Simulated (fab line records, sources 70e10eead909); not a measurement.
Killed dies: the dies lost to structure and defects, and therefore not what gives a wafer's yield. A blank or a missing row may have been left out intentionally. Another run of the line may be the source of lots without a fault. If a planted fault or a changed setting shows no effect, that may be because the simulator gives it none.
Chamber matching ; flow nandHarc ; 3 sister chambers for NHARC_A_STAIRCASE_DEP_417 on pecvd-01
The step deposits Si3N4, target thk 60 nm. 20 wafers are shown with their chamber, then 10 later ones without.

## WAFERS, EACH WITH ITS CHAMBER
wafer;chamber;heaterPowerW (W);heaterPowerOuterW (W)
L078.2;0;814;509
L078.3;1;632;367
L078.5;1;638;360
L076.2;0;758;462
L076.4;0;751;474
L076.5;1;580;339
L079.2;2;480;323
L079.3;1;638;366
L079.6;0;787;466
L084.1;2;572;373
L084.2;1;618;362
L084.6;1;618;367
L087.2;1;574;323
L087.4;1;578;340
L087.5;2;571;399
L088.2;2;589;401
L088.3;0;809;541
L088.6;2;593;402
L090.1;0;873;542
L090.3;1;652;370

SIGNATURES (averages over the wafers above)
reading;chamber 0;chamber 1;chamber 2;scatter within a chamber
heaterPowerW;798.67;614.22;561.00;38.7
heaterPowerOuterW;499.00;354.89;379.60;28.3
Rule: for a wafer and a chamber, the distance is found by dividing, reading by reading, the gap between the wafer's reading and the chamber's mean by the reading's scatter, squaring, summing and taking the root. The wafer belongs to the nearest chamber; if the next one is less than 2 further off, it can't be placed. The scatter is the square root of a quotient: the sum, over the shown wafers, of each reading's squared deviation from its chamber's mean, divided by wafers minus chambers.

## WAFERS WITHOUT THEIR CHAMBER
wafer;heaterPowerW (W);heaterPowerOuterW (W)
L090.6;885;525
L091.1;611;359
L091.4;547;376
L091.6;937;569
L092.1;884;532
L092.3;506;328
L092.4;630;349
L096.2;507;336
L096.4;651;384
L096.5;515;340

## WHICH CHAMBER EACH ONE RAN IN
wafer;from the rows above;in truth
L090.6;0;0
L091.1;can't be placed: 1 or 2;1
L091.4;can't be placed: 2 or 1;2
L091.6;0;0
L092.1;0;0
L092.3;can't be placed: 2 or 1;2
L092.4;can't be placed: 1 or 2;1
L096.2;can't be placed: 2 or 1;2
L096.4;can't be placed: 1 or 2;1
L096.5;can't be placed: 2 or 1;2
Correctly placed: 3 of 10. From these rows, 7 cannot be placed; in 7 the true chamber is one of the candidates. 0 placed wrongly.
